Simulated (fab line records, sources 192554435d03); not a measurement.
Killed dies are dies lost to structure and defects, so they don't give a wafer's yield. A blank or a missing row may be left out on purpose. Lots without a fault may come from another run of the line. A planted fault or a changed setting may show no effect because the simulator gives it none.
Split-lot experiment | flow n5_finfet | 7 lots, 21 wafers read, on a route of 1938 steps

THE SPLIT
At N5_BEOL_M15_SPUTTER_43 (material TaN, target thk 15 nm, time 24.19 s), the setting time_s was moved away from the recipe's 24.19 s on 7 of the 21 wafers read, by -14.1% to +11.7%. The other wafers ran this setting at the recipe's value.

The reading is taken at the split's own step.

THE READING
TaN_of_BEOL_M15_SPUTTER_43.thk_nm (the simulator's own value, which no gauge read), in nm, at N5_BEOL_M15_SPUTTER_43 (material TaN, target thk 15 nm, time 24.19 s). The file gives no usual value for it. The 14 wafers here that ran the recipe average 15.1 nm, standard deviation 0.16 nm.

wafer  | tool, chamber at the split | time_s as run, s | against the recipe | TaN_of_BEOL_M15_SPUTTER_43.thk_nm, nm | against lot-mates on the recipe
L074.1 | pvd_sputter-02, -          | 24.19            | recipe             | 15.2                                  | -
L074.4 | pvd_sputter-02, -          | 27.03            | +11.7%             | 17                                    | +1.9
L074.6 | pvd_sputter-02, -          | 24.19            | recipe             | 15                                    | -
L077.1 | pvd_sputter-01, -          | 24.19            | recipe             | 15.4                                  | -
L077.3 | pvd_sputter-01, -          | 24.19            | recipe             | 15.2                                  | -
L077.5 | pvd_sputter-01, -          | 20.77            | -14.1%             | 13                                    | -2.3
L079.1 | pvd_sputter-01, -          | 24.19            | recipe             | 15.2                                  | -
L079.3 | pvd_sputter-01, -          | 24.19            | recipe             | 15.2                                  | -
L079.4 | pvd_sputter-01, -          | 23.17            | -4.2%              | 14.4                                  | -0.8
L081.1 | pvd_sputter-02, -          | 25.66            | +6.1%              | 16                                    | +1.0
L081.3 | pvd_sputter-02, -          | 24.19            | recipe             | 15                                    | -
L081.6 | pvd_sputter-02, -          | 24.19            | recipe             | 15                                    | -
L087.1 | pvd_sputter-03, -          | 24.19            | recipe             | 14.8                                  | -
L087.3 | pvd_sputter-03, -          | 24.19            | recipe             | 14.8                                  | -
L087.2 | pvd_sputter-03, -          | 22.9             | -5.3%              | 14                                    | -0.8
L092.1 | pvd_sputter-02, -          | 21.27            | -12.1%             | 13.2                                  | -2.0
L092.6 | pvd_sputter-02, -          | 21.27            | -12.1%             | 13.2                                  | -2.0
L092.5 | pvd_sputter-02, -          | 24.19            | recipe             | 15.2                                  | -
L088.2 | pvd_sputter-01, -          | 24.19            | recipe             | 15                                    | -
L088.6 | pvd_sputter-01, -          | 24.19            | recipe             | 15                                    | -
L088.3 | pvd_sputter-01, -          | 24.19            | recipe             | 15.2                                  | -

THE FIT
A straight line over all 21 wafers: TaN_of_BEOL_M15_SPUTTER_43.thk_nm changes by +0.157 nm for each +1% of time_s; r = +0.99; the points scatter about the line by 0.16 nm.
The same after taking each lot's own level away (the mean of its wafers on the recipe; 21 wafers): +0.164 nm for each +1%; r = +1.00; scatter 0.067 nm.
On that fit, the largest move of time_s shifts the reading by 2.3 nm.
The lots' own levels span 14.80 to 15.30 nm, that is 3.0 times the standard deviation above.
So the lot-to-lot level changes the slope little: the two slopes agree.
Check: with one of the wafers moved furthest among these (-14.1%) left out of the fit, the line predicts -2.33 nm for it against its lot-mates. It came out at -2.3 nm against them.

OTHER SPLITS ON THESE WAFERS
These wafers also went through other splits before the reading. Each is held against what the fit with the lots' levels taken away leaves over:
other split on the same wafers    | wafers away from the commonest value | r with TaN_of_BEOL_M15_SPUTTER_43.thk_nm (lot level and that fit taken away)
N5_BEOL_M11_EXPOSE_08 dose_mj     | 5                                    | -0.32
N5_BEOL_M11_ETCH_66 time_s        | 4                                    | +0.19
N5_BEOL_M11_TRENCH_ETCH_37 bias_w | 7                                    | +0.18
N5_BEOL_M13_ETCH_68 time_s        | 11                                   | +0.05
N5_BEOL_M14_SPUTTER_44 power_w    | 2                                    | +0.24
N5_BEOL_M15_ILD_DEP_00 time_s     | 8                                    | +0.30

THE FILE'S OWN FIT
TaN_of_BEOL_M15_SPUTTER_43.thk_nm changes by +0.164 nm for each +1% of time_s, r = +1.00.
